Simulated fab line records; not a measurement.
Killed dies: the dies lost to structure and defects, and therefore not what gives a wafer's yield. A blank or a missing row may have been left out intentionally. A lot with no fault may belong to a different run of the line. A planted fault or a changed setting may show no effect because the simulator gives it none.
Split-lot experiment    flow n5-finfet    route with 1938 steps; 7 lots, 21 wafers read

## THE SPLIT
At N5_BEOL_M11_EXPOSE_08 (exposes mask M11), the setting dose-mj was moved away from the recipe's 53.75 on 6 of the 21 wafers read, by -6.5% to +5.9%. The other wafers ran this setting at the recipe's value.

## FROM THE SPLIT TO THE READING: what the file shows between them, 15 steps
- N5_BEOL_M11_PEB_09: peb time 60 s
- N5_BEOL_M11_DEVELOP_10: develop time 30 s
- N5_BEOL_M11_CD_MEAS_11: target cd 64.1 nm
- N5_BEOL_M11_DESCUM_16: chemistry O2, time 7.9 s
- N5_BEOL_M11_ETCH_61: etches SiARC in CF4, target depth 39 nm, time 65 s
- N5_BEOL_M11_ETCH_62: etches SOC in N2/H2, target depth 110 nm, overetch 22 nm, time 165 s
- N5_BEOL_M11_STRIP_68: strips in N2/H2
- N5_BEOL_M11_STRIP_67: strips in CF4
- N5_BEOL_M11_HM_OPEN_17: chemistry Cl2/BCl3, target TiN, target depth 20 nm, overetch 6 nm
- N5_BEOL_M11_STRIP_19: strips in O2
- N5_BEOL_M11_CD_MEAS_18: pitch 140 nm, target cd 70 nm
- N5_BEOL_M11_COAT_63: time 60 s, resist thk 100 nm
- N5_BEOL_M11_COAT_64: time 60 s, resist thk 30 nm
- N5_BEOL_M11_PRECLEAN_42: cleans in residue remover, time 60 s
- N5_BEOL_M11_SRD_43: time 30 s

## THE READING
At N5_BEOL_M11_CD_MEAS_35: cd-nm in nanometres, against a target cd of 70 nm. On this fab line, fault-free wafers typically give 70.0 nm with a standard deviation of 0.45 nm.

wafer   tool, chamber at the split  dose-mj as run  against the recipe  cd-nm, nm  against lot-mates on the recipe
L076.1  arfi-scanner-03, 0          53.75           recipe              70.5       -
L076.2  arfi-scanner-03, 0          53.75           recipe              70.6       -
L076.5  arfi-scanner-03, 0          53.75           recipe              70.3       -
L077.4  arfi-scanner-01, 0          53.75           recipe              70.3       -
L077.5  arfi-scanner-01, 0          55.05           +2.4%               71.0       +0.9
L077.6  arfi-scanner-01, 0          53.75           recipe              69.9       -
L082.1  arfi-scanner-03, 0          53.75           recipe              69.6       -
L082.2  arfi-scanner-03, 0          56.9            +5.9%               74.1       +4.3
L082.5  arfi-scanner-03, 0          53.75           recipe              69.9       -
L084.2  arfi-scanner-01, 0          53.75           recipe              69.4       -
L084.5  arfi-scanner-01, 0          53.75           recipe              69.2       -
L084.6  arfi-scanner-01, 0          53.75           recipe              69.9       -
L089.1  arfi-scanner-02, 0          53.75           recipe              70.4       -
L089.4  arfi-scanner-02, 0          53.75           recipe              69.6       -
L089.6  arfi-scanner-02, 0          53.75           recipe              70.2       -
L093.2  arfi-scanner-02, 0          53.75           recipe              68.8       -
L093.4  arfi-scanner-02, 0          56.22           +4.6%               71.5       +2.7
L093.5  arfi-scanner-02, 0          56.22           +4.6%               72.1       +3.3
L094.1  arfi-scanner-02, 0          53.75           recipe              70.0       -
L094.2  arfi-scanner-02, 0          50.26           -6.5%               66.9       -3.1
L094.4  arfi-scanner-02, 0          50.26           -6.5%               66.4       -3.6

THE FIT
A straight line over all 21 wafers: cd-nm changes by +0.521 nm for each +1% of dose-mj; r = +0.94; the points scatter about the line by 0.55 nm.
The same after taking each lot's own level away (the mean of its wafers on the recipe; 21 wafers): +0.59 nm for each +1%; r = +0.98; scatter 0.37 nm.
The reading moves by 3.8 nm for the largest change in dose-mj, on that fit.
From 68.80 to 70.47 nm: that is the span of the lots' own levels, equal to 3.7 times the standard deviation above.
Hence the slope depends on the lot-to-lot level, as the two fits are not the same.
Check: for one of the wafers moved furthest among these (-6.5%), held out of the fit, the line's prediction against its lot-mates is -4.04 nm. Against them it came out at -3.1 nm.

## THE WHOLE CHAIN: every reading that the file lists as answering this split, in the file's order
step                    what it does                                                          reading                                                                 change (the file's fit)                r (the file's)
N5_BEOL_M11_CD_MEAS_11  target cd 64.1 nm                                                     cd-nm                                                                   +0.593 nm for each +1% of the setting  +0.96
N5_BEOL_M11_ETCH_61     etches SiARC in CF4, target depth 39 nm, time 65 s                    BEOL_M11.cd-offset-nm (the simulator's own value, which no gauge read)  +0.557 nm for each +1% of the setting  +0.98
N5_BEOL_M11_ETCH_62     etches SOC in N2/H2, target depth 110 nm, overetch 22 nm, time 165 s  BEOL_M11.cd-offset-nm (the simulator's own value, which no gauge read)  +0.554 nm for each +1% of the setting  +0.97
N5_BEOL_M11_HM_OPEN_17  chemistry Cl2/BCl3, target TiN, target depth 20 nm, overetch 6 nm     BEOL_M11.cd-offset-nm (the simulator's own value, which no gauge read)  +0.567 nm for each +1% of the setting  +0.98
N5_BEOL_M11_CD_MEAS_18  pitch 140 nm, target cd 70 nm                                         cd-nm                                                                   +0.553 nm for each +1% of the setting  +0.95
N5_BEOL_M11_CD_MEAS_35  target cd 70 nm                                                       cd-nm                                                                   +0.609 nm for each +1% of the setting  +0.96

## FILE'S OWN FIT
cd-nm changes by +0.609 nm for each +1% of dose-mj, r = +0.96.
